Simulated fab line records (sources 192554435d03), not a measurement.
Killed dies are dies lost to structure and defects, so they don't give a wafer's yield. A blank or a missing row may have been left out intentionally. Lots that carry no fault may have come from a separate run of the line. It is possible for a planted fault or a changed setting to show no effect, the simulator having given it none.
Split-lot study :: flow n5Finfet :: route with 1938 steps; 7 lots, 21 wafers read

THE SPLIT
At N5_HKMG_FIN_PEB_47 (peb time 60 s), the setting pebTimeS was moved away from the recipe's 60 s on 4 of the 21 wafers read, by -20.3% to +8.4%. For the rest of the wafers, this setting stayed at what the recipe calls for.

THE PATH FROM SPLIT TO READING: the file shows 1 step between them
- N5_HKMG_FIN_DEVELOP_48: develop time 30 s

THE READING
Shown in nm: cdNm at N5_HKMG_FIN_CD_MEAS_49, with target cd 202 nm. Typical for fault-free wafers on this fab line: 202.2 nm, with standard deviation 0.68 nm.

wafer: L075.1
tool, chamber at the split: lithoTrack-01, 0
pebTimeS as run, s: 60
against the recipe: recipe
cdNm, nm: 202.2
against lot-mates on the recipe: -

wafer: L075.4
tool, chamber at the split: lithoTrack-01, 0
pebTimeS as run, s: 60
against the recipe: recipe
cdNm, nm: 202.0
against lot-mates on the recipe: -

wafer: L075.5
tool, chamber at the split: lithoTrack-01, 0
pebTimeS as run, s: 60
against the recipe: recipe
cdNm, nm: 201.9
against lot-mates on the recipe: -

wafer: L080.1
tool, chamber at the split: lithoTrack-01, 0
pebTimeS as run, s: 60
against the recipe: recipe
cdNm, nm: 203.3
against lot-mates on the recipe: -

wafer: L080.3
tool, chamber at the split: lithoTrack-01, 0
pebTimeS as run, s: 60
against the recipe: recipe
cdNm, nm: 202.6
against lot-mates on the recipe: -

wafer: L080.5
tool, chamber at the split: lithoTrack-01, 0
pebTimeS as run, s: 47.8
against the recipe: -20.3%
cdNm, nm: 195.8
against lot-mates on the recipe: -7.1

wafer: L083.3
tool, chamber at the split: lithoTrack-04, 0
pebTimeS as run, s: 65.06
against the recipe: +8.4%
cdNm, nm: 204.1
against lot-mates on the recipe: +3.3

wafer: L083.5
tool, chamber at the split: lithoTrack-04, 0
pebTimeS as run, s: 60
against the recipe: recipe
cdNm, nm: 201.0
against lot-mates on the recipe: -

wafer: L083.6
tool, chamber at the split: lithoTrack-04, 0
pebTimeS as run, s: 60
against the recipe: recipe
cdNm, nm: 200.6
against lot-mates on the recipe: -

wafer: L084.1
tool, chamber at the split: lithoTrack-04, 0
pebTimeS as run, s: 60
against the recipe: recipe
cdNm, nm: 201.9
against lot-mates on the recipe: -

wafer: L084.2
tool, chamber at the split: lithoTrack-04, 0
pebTimeS as run, s: 60
against the recipe: recipe
cdNm, nm: 202.0
against lot-mates on the recipe: -

wafer: L084.3
tool, chamber at the split: lithoTrack-04, 0
pebTimeS as run, s: 60
against the recipe: recipe
cdNm, nm: 201.4
against lot-mates on the recipe: -

wafer: L088.1
tool, chamber at the split: lithoTrack-04, 0
pebTimeS as run, s: 53.22
against the recipe: -11.3%
cdNm, nm: 197.6
against lot-mates on the recipe: -5.0

wafer: L088.3
tool, chamber at the split: lithoTrack-04, 0
pebTimeS as run, s: 53.22
against the recipe: -11.3%
cdNm, nm: 196.9
against lot-mates on the recipe: -5.7

wafer: L088.4
tool, chamber at the split: lithoTrack-04, 0
pebTimeS as run, s: 60
against the recipe: recipe
cdNm, nm: 202.6
against lot-mates on the recipe: -

wafer: L090.3
tool, chamber at the split: lithoTrack-02, 0
pebTimeS as run, s: 60
against the recipe: recipe
cdNm, nm: 202.5
against lot-mates on the recipe: -

wafer: L090.4
tool, chamber at the split: lithoTrack-02, 0
pebTimeS as run, s: 60
against the recipe: recipe
cdNm, nm: 202.8
against lot-mates on the recipe: -

wafer: L090.6
tool, chamber at the split: lithoTrack-02, 0
pebTimeS as run, s: 60
against the recipe: recipe
cdNm, nm: 203.1
against lot-mates on the recipe: -

wafer: L093.1
tool, chamber at the split: lithoTrack-04, 0
pebTimeS as run, s: 60
against the recipe: recipe
cdNm, nm: 201.6
against lot-mates on the recipe: -

wafer: L093.3
tool, chamber at the split: lithoTrack-04, 0
pebTimeS as run, s: 60
against the recipe: recipe
cdNm, nm: 201.8
against lot-mates on the recipe: -

wafer: L093.6
tool, chamber at the split: lithoTrack-04, 0
pebTimeS as run, s: 60
against the recipe: recipe
cdNm, nm: 201.8
against lot-mates on the recipe: -

FIT RESULTS
A straight line over all 21 wafers: cdNm changes by +0.337 nm for each +1% of pebTimeS; r = +0.94; the points scatter about the line by 0.76 nm.
The same after taking each lot's own level away (the mean of its wafers on the recipe; 21 wafers): +0.395 nm for each +1%; r = +0.98; scatter 0.42 nm.
The reading moves by 8 nm for the largest change in pebTimeS, on that fit.
Measured against the standard deviation above, the lots' own levels, which go from 200.80 to 202.95 nm, span 3.2 times it.
Thus the slope moves with the lot-to-lot level: the two fits are different.
Check: -9.27 nm against its lot-mates is what the line predicts for one of the wafers moved furthest among these (-20.3%) when that wafer is left out of the fit. Against them it came out at -7.15 nm.

OTHER SPLITS APPLIED TO THESE WAFERS
These wafers also went through other splits before the reading. Each is held against what the fit with the lots' levels taken away leaves over:
other split on the same wafers: N5_SD_EPI_N_EPI_21 timeS
wafers away from the commonest value: 10
r with cdNm (lot level and that fit taken away): -0.32

other split on the same wafers: N5_HKMG_FIN_HK_ALD_01 aldCycles
wafers away from the commonest value: 10
r with cdNm (lot level and that fit taken away): -0.54

FILE'S OWN FIT
cdNm changes by +0.379 nm for each +1% of pebTimeS, r = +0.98.
